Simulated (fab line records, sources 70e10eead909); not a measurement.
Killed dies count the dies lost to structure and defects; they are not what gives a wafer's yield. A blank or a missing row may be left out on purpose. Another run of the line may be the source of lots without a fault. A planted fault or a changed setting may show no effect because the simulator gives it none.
Matching of chambers || flow nandHarc || aldMetal-01 running NHARC_A_BLC_ALD_23: 4 sister chambers
The step deposits TiN, target thk 3 nm, pulse time 1 s, ald cycles 150. 14 wafers are shown with their chamber, then 7 later ones without.

WAFERS, EACH WITH ITS CHAMBER
{"wafer": "L079.3", "chamber": 0, "heaterPowerW (W)": 1062, "precursorPulseHeightRel": 0.995}
{"wafer": "L079.4", "chamber": 2, "heaterPowerW (W)": 1015, "precursorPulseHeightRel": 1.010}
{"wafer": "L079.6", "chamber": 0, "heaterPowerW (W)": 1050, "precursorPulseHeightRel": 0.995}
{"wafer": "L081.2", "chamber": 3, "heaterPowerW (W)": 1019, "precursorPulseHeightRel": 0.993}
{"wafer": "L081.4", "chamber": 2, "heaterPowerW (W)": 1034, "precursorPulseHeightRel": 0.987}
{"wafer": "L081.5", "chamber": 3, "heaterPowerW (W)": 984, "precursorPulseHeightRel": 1.003}
{"wafer": "L084.1", "chamber": 0, "heaterPowerW (W)": 1070, "precursorPulseHeightRel": 1.000}
{"wafer": "L084.2", "chamber": 2, "heaterPowerW (W)": 1021, "precursorPulseHeightRel": 1.000}
{"wafer": "L084.3", "chamber": 3, "heaterPowerW (W)": 998, "precursorPulseHeightRel": 1.000}
{"wafer": "L085.1", "chamber": 1, "heaterPowerW (W)": 1121, "precursorPulseHeightRel": 0.993}
{"wafer": "L085.3", "chamber": 0, "heaterPowerW (W)": 1056, "precursorPulseHeightRel": 1.003}
{"wafer": "L085.6", "chamber": 3, "heaterPowerW (W)": 964, "precursorPulseHeightRel": 1.000}
{"wafer": "L090.1", "chamber": 0, "heaterPowerW (W)": 1080, "precursorPulseHeightRel": 1.016}
{"wafer": "L090.2", "chamber": 1, "heaterPowerW (W)": 1094, "precursorPulseHeightRel": 1.005}

SIGNATURES, as means of the wafers listed above
{"reading": "heaterPowerW", "chamber 0": 1063.60, "chamber 1": 1107.50, "chamber 2": 1023.33, "chamber 3": 991.25, "scatter within a chamber": 16.5}
{"reading": "precursorPulseHeightRel", "chamber 0": 1.00180, "chamber 1": 0.99900, "chamber 2": 0.99900, "chamber 3": 0.99900, "scatter within a chamber": 0.00831}
Rule: for a wafer and a chamber, the distance is found by dividing, reading by reading, the gap between the wafer's reading and the chamber's mean by the reading's scatter, squaring, summing and taking the root. The wafer belongs to the nearest chamber; if the next one is less than 2 further off, it can't be placed. How the scatter is found: for the shown wafers, subtract from each reading the mean of its chamber, square and add these, divide the total by (wafers less chambers), then take the root.

WAFERS WITH NO CHAMBER GIVEN
{"wafer": "L090.3", "heaterPowerW (W)": 990, "precursorPulseHeightRel": 1.008}
{"wafer": "L095.1", "heaterPowerW (W)": 990, "precursorPulseHeightRel": 1.029}
{"wafer": "L095.4", "heaterPowerW (W)": 1057, "precursorPulseHeightRel": 0.972}
{"wafer": "L095.5", "heaterPowerW (W)": 1048, "precursorPulseHeightRel": 0.969}
{"wafer": "L097.1", "heaterPowerW (W)": 1060, "precursorPulseHeightRel": 1.045}
{"wafer": "L097.3", "heaterPowerW (W)": 990, "precursorPulseHeightRel": 1.015}
{"wafer": "L097.4", "heaterPowerW (W)": 1096, "precursorPulseHeightRel": 0.991}

CHAMBER TAKEN BY EACH
{"wafer": "L090.3", "from the rows above": "can't be placed: 3 or 2", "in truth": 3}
{"wafer": "L095.1", "from the rows above": "can't be placed: 3 or 2 or 0", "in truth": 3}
{"wafer": "L095.4", "from the rows above": "can't be placed: 0 or 2 or 1 or 3", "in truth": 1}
{"wafer": "L095.5", "from the rows above": "can't be placed: 2 or 0 or 3 or 1", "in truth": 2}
{"wafer": "L097.1", "from the rows above": "can't be placed: 0 or 2 or 1 or 3", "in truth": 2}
{"wafer": "L097.3", "from the rows above": "can't be placed: 3 or 2", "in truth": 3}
{"wafer": "L097.4", "from the rows above": "can't be placed: 1 or 0", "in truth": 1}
0 of 7 placed correctly. Not placeable from these rows: 7 (in 7, the candidates include the true chamber). Wrongly placed: 0.
